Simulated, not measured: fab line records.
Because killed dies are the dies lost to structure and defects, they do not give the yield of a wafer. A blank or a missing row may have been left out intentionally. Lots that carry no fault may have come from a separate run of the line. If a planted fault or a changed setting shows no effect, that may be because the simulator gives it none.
Matching of chambers -- flow n5Finfet -- 4 sister chambers for N5_BEOL_M11_ETCH_66 on rieDiel-06
The step etches SOC in N2/H2, target depth 120 nm, overetch 24 nm, time 180 s. 14 wafers are shown with their chamber, then 7 later ones without.

== WAFERS PAIRED WITH THEIR CHAMBERS ==
wafer,chamber,showerheadPlenumPTorr (Torr),throttleValvePct (%),drypumpMotorCurrentA (A)
L075.2,2,2.49,17.3,5.5
L075.3,1,2.64,17.4,5.5
L075.4,3,2.58,17.7,6.1
L080.2,2,2.48,17.3,5.6
L080.4,3,2.58,17.7,6.1
L080.5,3,2.58,17.7,6.1
L082.3,1,2.64,17.5,5.6
L082.4,2,2.48,17.3,5.6
L082.6,3,2.58,17.7,6.1
L091.3,0,2.54,18.2,5.8
L091.4,3,2.57,17.8,6.1
L091.5,3,2.57,17.8,6.1
L092.2,1,2.63,17.5,5.5
L092.3,3,2.57,17.8,6.1

SIGNATURES, as means of the wafers listed above
reading,chamber 0,chamber 1,chamber 2,chamber 3,scatter within a chamber
showerheadPlenumPTorr,2.5400,2.6367,2.4833,2.5757,0.00552
throttleValvePct,18.200,17.467,17.300,17.743,0.0488
drypumpMotorCurrentA,5.800,5.533,5.567,6.100,0.0365
Rule: a wafer lies at a distance from a chamber equal to the root of the sum of squares, over the readings, of (its reading less the chamber's mean, divided by the reading's scatter). The wafer belongs to the nearest chamber; if the next one is less than 2 further off, it can't be placed. The scatter: take each reading less its chamber's mean, square it, sum over the shown wafers, divide by the number of wafers less the number of chambers, and take the root.

== WAFERS MISSING THEIR CHAMBER ==
wafer,showerheadPlenumPTorr (Torr),throttleValvePct (%),drypumpMotorCurrentA (A)
L092.5,2.63,17.5,5.5
L095.1,2.56,17.8,6.1
L095.2,2.47,17.3,5.6
L095.6,2.62,17.5,5.5
L097.4,2.62,17.5,5.5
L097.5,2.47,17.3,5.5
L097.6,2.56,17.8,6.0

== WHICH CHAMBER EACH ONE RAN IN ==
wafer,from the rows above,in truth
L092.5,1,1
L095.1,3,3
L095.2,2,2
L095.6,1,1
L097.4,1,1
L097.5,2,2
L097.6,3,3
Correct placement for 7 of the 7. Number that these rows cannot place: 0. Placed wrongly: 0.
